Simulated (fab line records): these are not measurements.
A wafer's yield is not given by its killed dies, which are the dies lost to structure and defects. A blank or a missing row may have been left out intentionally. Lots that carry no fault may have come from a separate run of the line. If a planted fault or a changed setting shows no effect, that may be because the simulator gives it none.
Which tool is to blame? + flow n5_finfet + 24 lots with 72 wafers sampled at 3 steps, on a route of 1938 steps

## WHAT EACH GAUGE READ, for each wafer
N5_BEOL_M2_CD_MEAS_28: target cd 26.2 nm, target cd y 24.1 nm.
| lot  | measured     | on        | cd_nm (nm)        |
|------|--------------|-----------|-------------------|
| L074 | day 7 16:53  | cd_sem-02 | 25.85 26.07 26.54 |
| L075 | day 7 21:11  | cd_sem-02 | 25.92 26.59 26.22 |
| L076 | day 7 21:49  | cd_sem-02 | 26.18 26.60 26.26 |
| L077 | day 7 22:22  | cd_sem-01 | 26.22 26.17 26.07 |
| L078 | day 8 05:43  | cd_sem-03 | 26.26 26.21 25.99 |
| L079 | day 8 05:59  | cd_sem-03 | 26.33 26.07 25.94 |
| L080 | day 8 06:10  | cd_sem-03 | 25.93 26.08 26.64 |
| L081 | day 8 08:59  | cd_sem-01 | 26.32 25.79 26.15 |
| L082 | day 8 11:21  | cd_sem-03 | 25.97 25.90 26.33 |
| L083 | day 8 21:05  | cd_sem-01 | 26.18 26.55 26.02 |
| L085 | day 9 22:33  | cd_sem-03 | 26.19 26.22 26.53 |
| L084 | day 9 23:05  | cd_sem-03 | 26.06 26.03 26.19 |
| L086 | day 10 08:23 | cd_sem-03 | 26.26 26.21 26.59 |
| L087 | day 10 09:18 | cd_sem-03 | 25.86 26.14 26.04 |
| L088 | day 10 11:15 | cd_sem-03 | 25.91 25.97 26.03 |
| L089 | day 10 15:01 | cd_sem-02 | 25.90 25.95 25.81 |
| L090 | day 10 20:54 | cd_sem-02 | 26.50 26.27 26.16 |
| L091 | day 10 21:39 | cd_sem-01 | 26.22 25.96 26.58 |
| L092 | day 11 04:04 | cd_sem-03 | 26.34 26.06 26.38 |
| L093 | day 11 08:26 | cd_sem-03 | 26.18 26.24 26.65 |
| L094 | day 12 00:34 | cd_sem-01 | 26.47 26.11 26.03 |
| L095 | day 12 10:23 | cd_sem-02 | 25.83 26.40 26.10 |
| L097 | day 12 17:11 | cd_sem-03 | 26.26 25.87 26.32 |
| L096 | day 13 00:06 | cd_sem-01 | 26.03 26.19 26.34 |

N5_BEOL_M2_CD_MEAS_35: target cd 18 nm, target cd y 22.2 nm.
| lot  | measured     | on        | cd_nm (nm)     |
|------|--------------|-----------|----------------|
| L074 | day 7 20:37  | cd_sem-03 | 17.7 18.2 17.6 |
| L075 | day 7 22:12  | cd_sem-01 | 18.3 17.9 18.8 |
| L076 | day 7 23:56  | cd_sem-02 | 18.6 18.4 17.9 |
| L077 | day 8 04:46  | cd_sem-02 | 18.4 17.8 17.9 |
| L078 | day 8 07:20  | cd_sem-02 | 18.2 17.6 18.1 |
| L079 | day 8 08:49  | cd_sem-02 | 18.0 18.3 18.6 |
| L080 | day 8 10:04  | cd_sem-01 | 16.9 17.3 17.7 |
| L081 | day 8 10:34  | cd_sem-02 | 17.9 17.4 17.7 |
| L082 | day 8 15:31  | cd_sem-01 | 17.6 18.1 17.7 |
| L083 | day 8 22:11  | cd_sem-01 | 18.2 18.3 18.0 |
| L085 | day 10 06:52 | cd_sem-03 | 18.7 17.7 17.8 |
| L084 | day 10 10:10 | cd_sem-03 | 18.7 17.9 18.1 |
| L086 | day 10 13:22 | cd_sem-03 | 18.3 17.9 18.7 |
| L087 | day 10 16:53 | cd_sem-01 | 17.8 17.4 17.3 |
| L088 | day 10 17:11 | cd_sem-03 | 18.0 17.1 17.9 |
| L089 | day 10 17:33 | cd_sem-03 | 18.5 18.3 18.3 |
| L090 | day 11 01:18 | cd_sem-02 | 17.8 17.9 18.0 |
| L091 | day 11 01:16 | cd_sem-02 | 18.6 18.0 18.0 |
| L092 | day 11 10:12 | cd_sem-01 | 18.5 18.4 18.4 |
| L093 | day 11 10:10 | cd_sem-03 | 18.0 17.8 17.7 |
| L094 | day 12 09:54 | cd_sem-03 | 18.0 18.6 18.6 |
| L095 | day 12 17:20 | cd_sem-03 | 18.1 18.2 18.1 |
| L097 | day 12 21:28 | cd_sem-03 | 17.7 18.4 17.5 |
| L096 | day 13 06:19 | cd_sem-03 | 18.4 17.2 17.3 |

## EACH LOT AND THE TOOL THAT RAN IT (in order: tool; ch and the chambers of the sampled wafers; start)
| lot  | N5_BEOL_M2_STRIP_36                |
|------|------------------------------------|
| L074 | rie_diel-05 ch 0,3, day 7 20:16    |
| L075 | rie_diel-05 ch 0,1,3, day 7 21:51  |
| L076 | rie_diel-05 ch 0,2,3, day 7 23:35  |
| L077 | rie_diel-06 ch 0,1,2, day 8 04:26  |
| L078 | rie_diel-01 ch 0,1,3, day 8 06:59  |
| L079 | rie_diel-05 ch 1,2,3, day 8 08:28  |
| L080 | rie_diel-01 ch 0,2,3, day 8 09:42  |
| L081 | rie_diel-01 ch 0,2,3, day 8 10:12  |
| L082 | rie_diel-06 ch 0,1,2, day 8 15:03  |
| L083 | rie_diel-06 ch 1,2,3, day 8 21:50  |
| L085 | rie_diel-06 ch 0,3, day 10 06:31   |
| L084 | rie_diel-05 ch 0,1,3, day 10 09:49 |
| L086 | rie_diel-01 ch 0,2,3, day 10 13:01 |
| L087 | rie_diel-01 ch 0,1,2, day 10 16:32 |
| L088 | rie_diel-06 ch 0,1, day 10 16:50   |
| L089 | rie_diel-06 ch 0,1,2, day 10 17:13 |
| L090 | rie_diel-05 ch 0,1,3, day 11 00:57 |
| L091 | rie_diel-01 ch 0,1,2, day 11 00:55 |
| L092 | rie_diel-06 ch 0,1, day 11 09:51   |
| L093 | rie_diel-05 ch 0,1,2, day 11 09:49 |
| L094 | rie_diel-06 ch 1,2,3, day 12 09:33 |
| L095 | rie_diel-01 ch 0,1, day 12 16:59   |
| L097 | rie_diel-01 ch 0,1,2, day 12 21:07 |
| L096 | rie_diel-06 ch 2,3, day 13 05:58   |
- N5_BEOL_M2_STRIP_36: strips in N2/H2.

## AS READ BY THE TOOLS THEMSELVES (means over the sampled wafers that have a number; for cases with no such wafer, the mark the record gives instead)
N5_BEOL_M2_STRIP_36.
| lot  | tool        | drypump_motor_current_A (A) | oes_product_au (a.u.) | rf_vpp_V (V) | showerhead_plenum_p_Torr (Torr) | throttle_valve_pct (%) |
|------|-------------|-----------------------------|-----------------------|--------------|---------------------------------|------------------------|
| L074 | rie_diel-05 | 6.1                         | 0.72                  | 59.2         | 2.61                            | 23.71                  |
| L075 | rie_diel-05 | 6.0                         | 0.81                  | 58.5         | 2.56                            | 23.70                  |
| L076 | rie_diel-05 | 5.9                         | 0.78                  | 59.6         | 2.56                            | 23.65                  |
| L077 | rie_diel-06 | 5.6                         | 0.77                  | 59.9         | 2.55                            | 23.81                  |
| L078 | rie_diel-01 | 5.7                         | 0.80                  | 58.6         | 2.57                            | 23.57                  |
| L079 | rie_diel-05 | 6.0                         | 0.82                  | 58.9         | 2.52                            | 23.75                  |
| L080 | rie_diel-01 | 5.3                         | 0.83                  | 59.4         | 2.59                            | 23.56                  |
| L081 | rie_diel-01 | 5.3                         | 0.82                  | 60.5         | 2.59                            | 23.56                  |
| L082 | rie_diel-06 | 5.6                         | 0.76                  | 59.5         | 2.54                            | 23.83                  |
| L083 | rie_diel-06 | 5.6                         | 0.84                  | 58.8         | 2.56                            | 23.64                  |
| L085 | rie_diel-06 | 5.3                         | 0.80                  | 59.0         | 2.56                            | 23.92                  |
| L084 | rie_diel-05 | 5.9                         | 0.86                  | 58.8         | 2.55                            | 23.68                  |
| L086 | rie_diel-01 | 5.3                         | 0.80                  | 59.0         | 2.58                            | 23.57                  |
| L087 | rie_diel-01 | 5.5                         | 0.85                  | 59.5         | 2.56                            | 23.50                  |
| L088 | rie_diel-06 | 5.6                         | 0.72                  | 58.2         | 2.49                            | 24.04                  |
| L089 | rie_diel-06 | 5.6                         | 0.75                  | 58.1         | 2.54                            | 23.86                  |
| L090 | rie_diel-05 | 6.0                         | 0.86                  | 57.3         | 2.54                            | 23.66                  |
| L091 | rie_diel-01 | 5.5                         | 0.85                  | 59.9         | 2.56                            | 23.50                  |
| L092 | rie_diel-06 | 5.9                         | 0.70                  | 60.4         | 2.44                            | 23.97                  |
| L093 | rie_diel-05 | 5.8                         | 0.81                  | 58.9         | 2.49                            | 23.68                  |
| L094 | rie_diel-06 | 5.5                         | 0.80                  | 59.5         | 2.55                            | 23.69                  |
| L095 | rie_diel-01 | 5.9                         | 0.80                  | 59.1         | 2.53                            | 23.54                  |
| L097 | rie_diel-01 | 5.5                         | 0.82                  | 58.4         | 2.55                            | 23.54                  |
| L096 | rie_diel-06 | 5.2                         | 0.83                  | 59.1         | 2.64                            | 23.56                  |

## THE ANSWER, worked out from the rows above alone
Rule: usual is defined by the lots themselves. Put in order of their means at a reading, lots are off if they are a third of the lots or fewer, leave a main group of 4 or more, and stand apart from it by a gap of 3 or more times the standard deviation of the main group's means; of several such gaps the widest counts. A main group whose means are all the same, to the digits that the tables above print for the reading, isn't used. A lot without any number at a reading at which 4 lots or more have one is off too. Any other lot the step has rows for is counted as sound. After the gauges, taken in route order, come the tools' own readings; for these a lot's mean is taken, as printed above. The first step at which some lot is off is used, and at that step the reading that is off furthest; a lot without a number counts as furthest.
Nothing can be told from this: no lot is off at any reading shown.

## WHAT THE SIMULATOR HAD PUT IN
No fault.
